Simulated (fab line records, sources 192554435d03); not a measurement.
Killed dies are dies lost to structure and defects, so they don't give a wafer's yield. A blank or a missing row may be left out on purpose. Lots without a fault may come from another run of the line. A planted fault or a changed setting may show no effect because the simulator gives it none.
Which tool did it? | flow n5_finfet | 24 lots, 72 wafers sampled, at 3 steps of a route of 1938

WHAT THE GAUGES READ, wafer by wafer
N5_SDB_INSPECT_36: inspects for defects (darkfield). Usual: raw_defect_count 37, standard deviation 16.
lot  | measured    | on                | raw_defect_count | flag
L074 | day 3 22:21 | defect_inspect-01 | 29 29 22         |
L075 | day 4 06:23 | defect_inspect-01 | 24 28 29         |
L076 | day 4 08:58 | defect_inspect-01 | 19 18 26         |
L077 | day 4 17:11 | defect_inspect-01 | 34 23 28         |
L078 | day 5 03:16 | defect_inspect-02 | 63 36 28         |
L079 | day 5 05:35 | defect_inspect-02 | 96 27 41         |
L080 | day 5 08:51 | defect_inspect-02 | 47 58 51         |
L081 | day 5 14:55 | defect_inspect-01 | 55 61 65         |
L082 | day 5 21:50 | defect_inspect-01 | 21 19 31         |
L083 | day 6 01:24 | defect_inspect-01 | 29 30 39         |
L084 | day 6 09:59 | defect_inspect-02 | 44 57 26         |
L085 | day 6 20:36 | defect_inspect-01 | 11 24 34         |
L086 | day 6 22:19 | defect_inspect-01 | 40 33 53         |
L087 | day 7 03:30 | defect_inspect-01 | 31 35 25         |
L088 | day 7 13:26 | defect_inspect-02 | 19 20 21         |
L089 | day 7 14:26 | defect_inspect-02 | 25 22 41         |
L090 | day 7 21:04 | defect_inspect-01 | 42 43 39         |
L091 | day 8 01:34 | defect_inspect-01 | 56 33 55         |
L092 | day 8 10:44 | defect_inspect-01 | 96 44 44         |
L093 | day 8 14:31 | defect_inspect-01 | 64 55 45         |
L094 | day 9 00:39 | defect_inspect-01 | 25 36 35         |
L095 | day 9 06:58 | defect_inspect-01 | 60 60 73         |
L096 | day 9 15:09 | defect_inspect-01 | 46 28 37         |
L097 | day 9 15:32 | defect_inspect-01 | 44 46 56         |

WHICH TOOL RAN EACH LOT (tool, then ch and the chambers of the sampled wafers, then the start)
lot  | N5_SDB_STRIP_21                   | N5_SDB_ALD_29
L074 | rie_diel-04 ch 2,3, day 3 18:41   | ald_sin-01 ch 1,2, day 3 19:18
L075 | rie_diel-06 ch 0,1,3, day 4 02:43 | ald_sin-04 ch 0,2,3, day 4 03:19
L076 | rie_diel-04 ch 2,3, day 4 05:20   | ald_sin-03 ch 1,2,3, day 4 05:55
L077 | rie_diel-06 ch 0,1, day 4 13:33   | ald_sin-03 ch 0,1,3, day 4 14:08
L078 | rie_diel-02 ch 1,2, day 4 23:07   | ald_sin-03 ch 1,2,3, day 5 00:13
L079 | rie_diel-04 ch 2,3, day 5 01:07   | ald_sin-04 ch 1,2,3, day 5 02:32
L080 | rie_diel-06 ch 1,3, day 5 05:13   | ald_sin-04 ch 1,2, day 5 05:47
L081 | rie_diel-02 ch 0,1,3, day 5 10:46 | ald_sin-04 ch 0,2,3, day 5 11:52
L082 | rie_diel-06 ch 0,1, day 5 18:11   | ald_sin-03 ch 2,3, day 5 18:47
L083 | rie_diel-02 ch 1,3, day 5 21:46   | ald_sin-01 ch 0,1,3, day 5 22:21
L084 | rie_diel-06 ch 1,2,3, day 6 06:21 | ald_sin-04 ch 0,3, day 6 06:56
L085 | rie_diel-04 ch 1,3, day 6 16:23   | ald_sin-01 ch 1,3, day 6 17:32
L086 | rie_diel-02 ch 0,1,3, day 6 18:40 | ald_sin-03 ch 0,2,3, day 6 19:16
L087 | rie_diel-04 ch 1,2, day 6 23:52   | ald_sin-03 ch 2,3, day 7 00:27
L088 | rie_diel-02 ch 2,3, day 7 09:43   | ald_sin-04 ch 0,3, day 7 10:18
L089 | rie_diel-04 ch 0,2,3, day 7 10:26 | ald_sin-03 ch 0,1, day 7 11:23
L090 | rie_diel-02 ch 1,3, day 7 17:25   | ald_sin-04 ch 0,1,2, day 7 18:01
L091 | rie_diel-06 ch 1,2,3, day 7 21:56 | ald_sin-01 ch 0,2,3, day 7 22:31
L092 | rie_diel-06 ch 0,1,2, day 8 06:36 | ald_sin-04 ch 0,1,3, day 8 07:40
L093 | rie_diel-02 ch 1,2, day 8 10:52   | ald_sin-04 ch 0,3, day 8 11:28
L094 | rie_diel-04 ch 0,1,2, day 8 20:33 | ald_sin-03 ch 0,1,2, day 8 21:35
L095 | rie_diel-04 ch 2,3, day 9 01:19   | ald_sin-03 ch 0,1,3, day 9 03:54
L096 | rie_diel-04 ch 1,2,3, day 9 09:50 | ald_sin-01 ch 0,1,3, day 9 12:05
L097 | rie_diel-06 ch 1,2,3, day 9 11:31 | ald_sin-04 ch 0,1,3, day 9 12:29
- N5_SDB_STRIP_21: strips in CF4.
- N5_SDB_ALD_29: deposits SiNx, target thk 30 nm, pulse time 1 s, ald cycles 600.

WHAT THE TOOLS THEMSELVES READ (means of the sampled wafers that have a number; where no wafer has one, the mark that the record gives instead)
N5_SDB_STRIP_21. Usual: drypump_motor_current_A 5.8 A, standard deviation 0.52; oes_product_au 0.79 a.u., standard deviation 0.08; rf_vpp_V 271.2 V, standard deviation 1.4; showerhead_plenum_p_Torr 1.80 Torr, standard deviation 0.057; throttle_valve_pct 13.57 %, standard deviation 0.27.
lot  | tool        | drypump_motor_current_A (A) | oes_product_au (a.u.) | rf_vpp_V (V) | showerhead_plenum_p_Torr (Torr) | throttle_valve_pct (%) | flag
L074 | rie_diel-04 | 5.9                         | 0.91                  | 271.8        | 1.86                            | 13.35                  |
L075 | rie_diel-06 | 5.8                         | 0.80                  | 270.9        | 1.81                            | 13.51                  |
L076 | rie_diel-04 | 6.0                         | 0.90                  | 272.1        | 1.86                            | 13.36                  |
L077 | rie_diel-06 | 6.1                         | 0.78                  | 272.3        | 1.83                            | 13.62                  |
L078 | rie_diel-02 | 5.8                         | 0.76                  | 272.4        | 1.84                            | 13.71                  |
L079 | rie_diel-04 | 5.9                         | 0.88                  | 272.1        | 1.86                            | 13.39                  |
L080 | rie_diel-06 | 5.4                         | 0.78                  | 272.1        | 1.85                            | 13.70                  |
L081 | rie_diel-02 | 5.3                         | 0.79                  | 271.6        | 1.79                            | 13.60                  |
L082 | rie_diel-06 | 6.4                         | 0.79                  | 270.9        | 1.79                            | 13.49                  |
L083 | rie_diel-02 | 5.2                         | 0.69                  | 272.1        | 1.80                            | 13.95                  |
L084 | rie_diel-06 | 5.5                         | 0.77                  | 271.0        | 1.80                            | 13.60                  |
L085 | rie_diel-04 | 6.0                         | 0.80                  | 272.5        | 1.86                            | 13.57                  |
L086 | rie_diel-02 | 5.3                         | 0.76                  | 272.4        | 1.79                            | 13.63                  |
L087 | rie_diel-04 | 5.9                         | 0.72                  | 270.5        | 1.76                            | 13.78                  |
L088 | rie_diel-02 | 6.0                         | 0.77                  | 272.2        | 1.80                            | 13.76                  |
L089 | rie_diel-04 | 6.1                         | 0.78                  | 271.9        | 1.80                            | 13.58                  |
L090 | rie_diel-02 | 5.2                         | 0.68                  | 270.8        | 1.80                            | 13.99                  |
L091 | rie_diel-06 | 5.5                         | 0.75                  | 271.7        | 1.80                            | 13.63                  |
L092 | rie_diel-06 | 6.1                         | 0.75                  | 270.7        | 1.77                            | 13.57                  |
L093 | rie_diel-02 | 5.8                         | 0.74                  | 271.2        | 1.83                            | 13.79                  |
L094 | rie_diel-04 | 6.1                         | 0.81                  | 271.2        | 1.76                            | 13.59                  |
L095 | rie_diel-04 | 6.0                         | 0.82                  | 272.0        | 1.85                            | 13.47                  |
L096 | rie_diel-04 | 5.9                         | 0.85                  | 271.9        | 1.80                            | 13.47                  |
L097 | rie_diel-06 | 5.5                         | 0.74                  | 270.8        | 1.79                            | 13.68                  |

N5_SDB_ALD_29. Usual: heater_power_w 786 W, standard deviation 100; precursor_pulse_height_rel 1.001, standard deviation 0.021.
lot  | tool       | heater_power_w (W) | precursor_pulse_height_rel | flag
L074 | ald_sin-01 | 899                | 1.010                      |
L075 | ald_sin-04 | 775                | 0.999                      |
L076 | ald_sin-03 | 711                | 1.008                      |
L077 | ald_sin-03 | 800                | 0.993                      |
L078 | ald_sin-03 | 714                | 1.014                      |
L079 | ald_sin-04 | 739                | 0.999                      |
L080 | ald_sin-04 | 790                | 0.988                      |
L081 | ald_sin-04 | 783                | 1.003                      |
L082 | ald_sin-03 | 678                | 1.008                      |
L083 | ald_sin-01 | 772                | 0.995                      |
L084 | ald_sin-04 | 756                | 1.008                      |
L085 | ald_sin-01 | 774                | 1.016                      |
L086 | ald_sin-03 | 754                | 1.002                      |
L087 | ald_sin-03 | 663                | 0.987                      |
L088 | ald_sin-04 | 746                | 0.993                      |
L089 | ald_sin-03 | 892                | 1.001                      |
L090 | ald_sin-04 | 834                | 0.988                      |
L091 | ald_sin-01 | 757                | 0.998                      |
L092 | ald_sin-04 | 797                | 0.995                      |
L093 | ald_sin-04 | 835                | 0.995                      |
L094 | ald_sin-03 | 799                | 1.020                      |
L095 | ald_sin-03 | 815                | 1.025                      |
L096 | ald_sin-01 | 766                | 0.975                      |
L097 | ald_sin-04 | 792                | 0.997                      |

THE ANSWER, worked out from the rows above alone
Rule: a lot is off if the mean of its wafers that have a number lies more than 3 standard deviations from the usual mean. A lot without any number at a reading at which 4 lots or more have one is off too. The other lots that the step has rows for count as sound. The gauges are gone through in route order, then the tools' own readings, and for those a lot's mean is taken as printed above. The first step at which some lot is off is used, and at that step the reading that is off furthest; a lot without a number counts as furthest.
No lot is off at any reading shown: from this, nothing can be told.

WHAT THE SIMULATOR HAD PUT IN
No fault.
